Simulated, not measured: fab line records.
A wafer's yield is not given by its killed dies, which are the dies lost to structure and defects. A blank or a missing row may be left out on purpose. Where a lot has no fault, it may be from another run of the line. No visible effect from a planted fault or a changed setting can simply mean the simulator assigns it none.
Comparing a struck lot with a sound one | flow nand_harc | 12 steps out of a route of 1159
Sound: these wafers, L568.3, L568.4, L568.5. Struck: wafers L572.1, L572.3, L572.6. The cause is given at the end.
Per side, at each step with rows, come the tool, then ch with its chambers, and then its first start. Under that, the readings that differ: sound wafers | struck wafers | difference of the means | sigmas: that difference in standard deviations of wafers without a fault.
alike: readings whose means differ by less than 2 such deviations, and words and numbers that are the same on both sides. not compared: withheld readings, readings that some wafer has no value for, bounds like >300 that may hide the same value, and numbers for which the record gives no deviation and whose values overlap.
Wherever a step has rows on one side only, a row that says differs or no value, or a row with sigmas, the two part there. Non-overlapping numbers with no deviation appear without sigmas and do not part them. A reading that every wafer of one side lacks parts them only if that side has two wafers or more.

first, 1 step without rows for these wafers: NHARC_A_SLIT_SRD_20.
NHARC_A_SLIT_CD_MEAS_21:
  sound on cd_sem-03, day 16 10:10; struck on cd_sem-01, day 17 04:21
  alike: cd_nm
then, 3 steps without rows for these wafers: NHARC_A_SIN_REMOVE_WET_00 (chemistry H3PO4, time 15300 s); NHARC_A_SIN_REMOVE_PRECLEAN_01 (cleans in SC1); NHARC_A_SIN_REMOVE_SRD_02.
NHARC_A_SIN_REMOVE_INSPECT_04:
  sound on defect_inspect-01, day 16 17:50; struck on defect_inspect-02, day 17 10:19
  alike: raw_defect_count
NHARC_A_WL_FILL_ALD_00: deposits Al2O3, target thk 3 nm, pulse time 3 s, ald cycles 30.
  sound on ald_hk-02 ch 0,2,3, day 16 17:58; struck on ald_hk-03 ch 0,1,2, day 17 10:26
  alike: heater_power_w, precursor_pulse_height_rel
NHARC_A_WL_FILL_RTA_01: time 5 s.
  sound on rtp_anneal-01 ch 0, day 16 18:13; struck on rtp_anneal-02 ch 0, day 17 10:48
  reading             | sound          | struck         | difference | sigmas
  lamp_power_pct (%)  | 29.7 29.6 29.7 | 28.1 28.2 28.1 | -1.5       | -2
  lamp_zone_3_pct (%) | 29.6 29.6 29.6 | 28.1 28.1 28.1 | -1.5       | -2
  alike: lamp_zone_6_pct, wafer_temp_C_max
NHARC_A_WL_FILL_ALD_02: deposits TiN, target thk 2 nm, pulse time 3 s, ald cycles 100.
  sound on ald_metal-04 ch 1,2,3, day 16 18:28; struck on ald_metal-02 ch 0,1, day 17 11:01
  alike: heater_power_w, precursor_pulse_height_rel
NHARC_A_WL_FILL_CVD_03: deposits W, target thk 40 nm, time 3302 s.
  sound on cvd_w-01 ch 0,1, day 17 07:53; struck on cvd_w-02 ch 0,1, day 17 20:56
  alike: heater_power_w, throttle_valve_pct
NHARC_A_WL_FILL_ETCHBACK_04: etches the open film in NF3, target depth 60 nm, time 120 s.
  sound on rie_metal-03 ch 0,1, day 17 10:20; struck on rie_metal-03 ch 1, day 17 23:50
  reading          | sound             | struck         | difference | sigmas
  run_length_s (s) | 141.0 141.1 141.0 | 98.8 98.6 98.6 | -42.4      | -99 or more
  alike: chamber_pressure_mTorr, drypump_motor_current_A, oes_product_au
  not compared: rf_hours_counter_h
NHARC_A_WL_FILL_ETCHBACK_05: etches the open film in Cl2/BCl3, target depth 22 nm, time 60 s.
  sound on rie_metal-03 ch 0,1, day 17 10:32; struck on rie_metal-03 ch 1, day 18 00:03
  alike: chamber_pressure_mTorr, drypump_motor_current_A, oes_product_au, run_length_s
  not compared: rf_hours_counter_h

WHERE THEY PART
Earliest at NHARC_A_WL_FILL_RTA_01; latest, in this record, at NHARC_A_WL_FILL_ETCHBACK_04. Later steps at which nothing parts them and some readings are alike: NHARC_A_WL_FILL_ETCHBACK_05.

WHY: whatever the simulator had introduced
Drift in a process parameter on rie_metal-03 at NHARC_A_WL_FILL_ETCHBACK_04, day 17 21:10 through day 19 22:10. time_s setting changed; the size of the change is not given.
